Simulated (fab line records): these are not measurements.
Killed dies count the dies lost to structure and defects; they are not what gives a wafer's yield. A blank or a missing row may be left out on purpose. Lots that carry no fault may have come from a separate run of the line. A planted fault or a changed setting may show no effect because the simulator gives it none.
Chamber matching ; flow n5-finfet ; 3 sister chambers for N5_SDB_HM_DEP_00 on pecvd-04
The step deposits SiNx from SiH4/NH3/N2, target thk 40 nm, time 35.3 s. 6 wafers are shown with their chamber, then 7 later ones without.

EACH WAFER AND ITS CHAMBER
wafer;chamber;showerhead-plenum-p-Torr (Torr);throttle-valve-pct (%)
L082.4;2;5.13;35.5
L083.5;1;5.35;40.1
L086.2;1;5.33;40.0
L086.4;0;5.13;39.0
L088.2;2;5.15;35.2
L088.5;0;5.12;39.2

WAFERS WITHOUT THEIR CHAMBER
wafer;showerhead-plenum-p-Torr (Torr);throttle-valve-pct (%)
L088.6;5.15;35.5
L091.1;5.10;39.0
L091.3;5.13;35.6
L091.4;5.34;39.8
L095.2;5.15;35.5
L095.4;5.15;35.5
L095.5;5.11;39.4

WHICH CHAMBER EACH WENT THROUGH
wafer;from the rows above;in truth
L088.6;2;2
L091.1;0;0
L091.3;2;2
L091.4;1;1
L095.2;2;2
L095.4;2;2
L095.5;0;0
Placed correctly: 7 of 7. Number that these rows cannot place: 0. Wrongly placed: 0.
How it was worked out, from the rows above alone: a wafer's distance from a chamber is the root of the sum, over the readings, of the square of ((its reading less the chamber's mean) divided by the reading's scatter). The wafer belongs to the nearest chamber; if the next one is less than 2 further off, it can't be placed. Each chamber's mean is taken over the wafers shown for it. How the scatter is found: for the shown wafers, subtract from each reading the mean of its chamber, square and add these, divide the total by (wafers less chambers), then take the root.
